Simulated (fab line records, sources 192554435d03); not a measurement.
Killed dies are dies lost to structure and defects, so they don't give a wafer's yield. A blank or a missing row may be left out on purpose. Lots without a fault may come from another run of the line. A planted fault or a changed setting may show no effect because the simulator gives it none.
Chamber matching | flow n5_finfet | N5_DUMMY_REMOVAL_HM_STRIP_01 on rie_diel-01: 4 sister chambers
The step strips SiNx in CH3F/O2, stops on poly-Si, target depth 4 nm, time 6.8 s. 22 wafers are shown with their chamber, then 11 later ones without.

WAFERS WITH THEIR CHAMBER
wafer  | chamber | drypump_motor_current_A (A) | showerhead_plenum_p_Torr (Torr) | throttle_valve_pct (%)
L075.3 | 1       | 5.5                         | 2.08                            | 16.33
L075.4 | 0       | 5.3                         | 2.05                            | 16.44
L075.6 | 0       | 5.3                         | 2.05                            | 16.44
L074.1 | 1       | 5.5                         | 2.08                            | 16.32
L074.2 | 0       | 5.3                         | 2.05                            | 16.44
L074.4 | 3       | 5.2                         | 1.96                            | 16.42
L080.1 | 0       | 5.3                         | 2.04                            | 16.48
L080.2 | 3       | 5.2                         | 1.96                            | 16.43
L080.3 | 2       | 5.8                         | 2.01                            | 16.81
L080.4 | 1       | 5.5                         | 2.08                            | 16.35
L080.5 | 3       | 5.2                         | 1.96                            | 16.43
L080.6 | 0       | 5.3                         | 2.04                            | 16.46
L081.1 | 2       | 5.9                         | 2.01                            | 16.82
L081.2 | 1       | 5.5                         | 2.07                            | 16.35
L081.3 | 3       | 5.2                         | 1.96                            | 16.44
L081.4 | 2       | 5.9                         | 2.01                            | 16.83
L081.5 | 1       | 5.5                         | 2.07                            | 16.35
L081.6 | 3       | 5.2                         | 1.96                            | 16.42
L082.1 | 3       | 5.2                         | 1.96                            | 16.43
L082.2 | 1       | 5.5                         | 2.07                            | 16.36
L082.3 | 0       | 5.3                         | 2.04                            | 16.45
L082.4 | 2       | 5.9                         | 2.01                            | 16.83

SIGNATURES (means of the wafers above)
reading                  | chamber 0 | chamber 1 | chamber 2 | chamber 3 | scatter within a chamber
drypump_motor_current_A  | 5.300     | 5.500     | 5.875     | 5.200     | 0.0204
showerhead_plenum_p_Torr | 2.0450    | 2.0750    | 2.0100    | 1.9600    | 0.00408
throttle_valve_pct       | 16.4517   | 16.3433   | 16.8225   | 16.4283   | 0.0129
Rule: a wafer's distance from a chamber is the root of the sum, over the readings, of the square of ((its reading less the chamber's mean) divided by the reading's scatter). The wafer belongs to the nearest chamber; if the next one is less than 2 further off, it can't be placed. The scatter: the root of (the sum of the squares of (reading less its chamber's mean) over the shown wafers, divided by (wafers less chambers)).

WAFERS WITHOUT THEIR CHAMBER
wafer  | drypump_motor_current_A (A) | showerhead_plenum_p_Torr (Torr) | throttle_valve_pct (%)
L082.5 | 5.2                         | 1.96                            | 16.45
L082.6 | 5.3                         | 2.04                            | 16.45
L096.1 | 5.5                         | 2.07                            | 16.40
L096.2 | 5.9                         | 2.00                            | 16.87
L096.3 | 5.2                         | 1.95                            | 16.47
L096.4 | 5.3                         | 2.03                            | 16.53
L096.5 | 5.8                         | 2.00                            | 16.88
L096.6 | 5.2                         | 1.95                            | 16.48
L097.1 | 5.3                         | 2.03                            | 16.52
L097.4 | 5.2                         | 1.95                            | 16.50
L097.5 | 5.3                         | 2.03                            | 16.51

WHICH CHAMBER EACH WENT THROUGH
wafer  | from the rows above | in truth
L082.5 | 3                   | 3
L082.6 | 0                   | 0
L096.1 | 1                   | 1
L096.2 | 2                   | 2
L096.3 | 3                   | 3
L096.4 | 0                   | 0
L096.5 | 2                   | 2
L096.6 | 3                   | 3
L097.1 | 0                   | 0
L097.4 | 3                   | 3
L097.5 | 0                   | 0
Placed correctly: 11 of 11. Can't be placed from these rows: 0. Placed wrongly: 0.
